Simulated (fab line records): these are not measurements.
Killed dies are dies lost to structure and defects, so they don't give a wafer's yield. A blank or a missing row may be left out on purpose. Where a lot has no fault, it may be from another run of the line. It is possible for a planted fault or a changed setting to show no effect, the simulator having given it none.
Chamber matching	flow nand harc	3 sister chambers for NHARC_A_CHANNEL_HOLE_D1_DEP_01 on pecvd-02
The step deposits SiON, target thk 140 nm. 20 wafers are shown with their chamber, then 10 later ones without.

## WAFERS WITH THEIR CHAMBER
wafer	chamber	heater power w (W)	chamber pressure Torr (Torr)
L080.1	0	839	3.496
L080.2	2	743	3.504
L080.5	1	749	3.510
L082.2	0	861	3.502
L082.3	2	759	3.487
L082.5	0	854	3.495
L083.2	2	692	3.498
L083.5	1	658	3.475
L083.6	0	894	3.500
L084.1	2	650	3.507
L084.3	0	821	3.496
L084.5	1	747	3.496
L085.1	1	763	3.501
L085.2	0	821	3.511
L085.6	2	776	3.503
L087.1	0	727	3.489
L087.3	1	686	3.515
L087.5	0	749	3.500
L089.3	2	673	3.498
L089.5	0	798	3.507

SIGNATURES (means of the wafers above)
reading	chamber 0	chamber 1	chamber 2	scatter within a chamber
heater power w	818.22	720.60	715.50	51
chamber pressure Torr	3.49956	3.49940	3.49950	0.00959
Rule: distance of a wafer from a chamber = root of the sum over the readings of ((wafer's reading minus chamber's mean) / reading's scatter) squared. If the next closest chamber is less than 2 further off than the closest, the wafer can't be placed; otherwise it belongs to the closest. The scatter: take each reading less its chamber's mean, square it, sum over the shown wafers, divide by the number of wafers less the number of chambers, and take the root.

## WAFERS WITH NO CHAMBER GIVEN
wafer	heater power w (W)	chamber pressure Torr (Torr)
L089.6	762	3.496
L093.1	764	3.500
L093.4	760	3.511
L093.6	806	3.500
L092.3	892	3.496
L092.4	699	3.498
L092.6	865	3.497
L096.2	725	3.515
L096.3	755	3.508
L096.5	833	3.491

## THE CHAMBER EACH PASSED THROUGH
wafer	from the rows above	in truth
L089.6	can't be placed: 1 or 2 or 0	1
L093.1	can't be placed: 1 or 2 or 0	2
L093.4	can't be placed: 1 or 2 or 0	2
L093.6	can't be placed: 0 or 1 or 2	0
L092.3	can't be placed: 0 or 1 or 2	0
L092.4	can't be placed: 2 or 1 or 0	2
L092.6	can't be placed: 0 or 1 or 2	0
L096.2	can't be placed: 2 or 1 or 0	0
L096.3	can't be placed: 1 or 2 or 0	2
L096.5	can't be placed: 0 or 1 or 2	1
Correct placement for 0 of the 10. Unplaceable from these rows: 10, with the true chamber sitting among the candidates in 10. 0 placed wrongly.
